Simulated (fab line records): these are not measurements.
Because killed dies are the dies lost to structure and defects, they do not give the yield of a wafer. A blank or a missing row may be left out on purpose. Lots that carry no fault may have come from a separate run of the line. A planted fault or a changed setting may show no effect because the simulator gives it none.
Chamber matching :: flow n5 finfet :: 3 sister chambers for N5_BEOL_M2_PECVD_72 on pecvd-01
The step deposits SiO2 from TEOS/O2, target thk 16 nm, time 18 s. 6 wafers are shown with their chamber, then 12 later ones without.

## WAFERS PAIRED WITH THEIR CHAMBERS
wafer: L086.5
chamber: 2
throttle valve pct (%): 21.1
showerhead plenum p Torr (Torr): 8.96

wafer: L088.3
chamber: 0
throttle valve pct (%): 22.4
showerhead plenum p Torr (Torr): 8.74

wafer: L088.4
chamber: 1
throttle valve pct (%): 25.6
showerhead plenum p Torr (Torr): 8.86

wafer: L090.1
chamber: 2
throttle valve pct (%): 20.9
showerhead plenum p Torr (Torr): 8.94

wafer: L090.2
chamber: 0
throttle valve pct (%): 22.3
showerhead plenum p Torr (Torr): 8.76

wafer: L090.3
chamber: 1
throttle valve pct (%): 25.6
showerhead plenum p Torr (Torr): 8.86

## WAFERS WHOSE CHAMBER IS MISSING
wafer: L090.4
throttle valve pct (%): 22.3
showerhead plenum p Torr (Torr): 8.77

wafer: L090.5
throttle valve pct (%): 25.7
showerhead plenum p Torr (Torr): 8.85

wafer: L090.6
throttle valve pct (%): 20.9
showerhead plenum p Torr (Torr): 8.94

wafer: L095.2
throttle valve pct (%): 22.4
showerhead plenum p Torr (Torr): 8.75

wafer: L095.3
throttle valve pct (%): 25.8
showerhead plenum p Torr (Torr): 8.87

wafer: L095.4
throttle valve pct (%): 22.6
showerhead plenum p Torr (Torr): 8.76

wafer: L096.1
throttle valve pct (%): 21.0
showerhead plenum p Torr (Torr): 8.95

wafer: L096.2
throttle valve pct (%): 22.1
showerhead plenum p Torr (Torr): 8.76

wafer: L096.3
throttle valve pct (%): 25.5
showerhead plenum p Torr (Torr): 8.87

wafer: L096.4
throttle valve pct (%): 25.6
showerhead plenum p Torr (Torr): 8.84

wafer: L096.5
throttle valve pct (%): 22.2
showerhead plenum p Torr (Torr): 8.77

wafer: L096.6
throttle valve pct (%): 21.2
showerhead plenum p Torr (Torr): 8.93

## CHAMBER TAKEN BY EACH
wafer: L090.4
from the rows above: 0
in truth: 0

wafer: L090.5
from the rows above: 1
in truth: 1

wafer: L090.6
from the rows above: 2
in truth: 2

wafer: L095.2
from the rows above: 0
in truth: 0

wafer: L095.3
from the rows above: 1
in truth: 1

wafer: L095.4
from the rows above: 0
in truth: 0

wafer: L096.1
from the rows above: 2
in truth: 2

wafer: L096.2
from the rows above: 0
in truth: 0

wafer: L096.3
from the rows above: 1
in truth: 1

wafer: L096.4
from the rows above: 1
in truth: 1

wafer: L096.5
from the rows above: 0
in truth: 0

wafer: L096.6
from the rows above: 2
in truth: 2
Placed correctly: 12 of 12. Left unplaced by these rows: 0. 0 placed wrongly.
How it was worked out, from the rows above alone: a wafer's distance from a chamber is the root of the sum, over the readings, of the square of ((its reading less the chamber's mean) divided by the reading's scatter). If the next closest chamber is less than 2 further off than the closest, the wafer can't be placed; otherwise it belongs to the closest. Each chamber's mean is taken over the wafers shown for it. The scatter: the root of (the sum of the squares of (reading less its chamber's mean) over the shown wafers, divided by (wafers less chambers)).
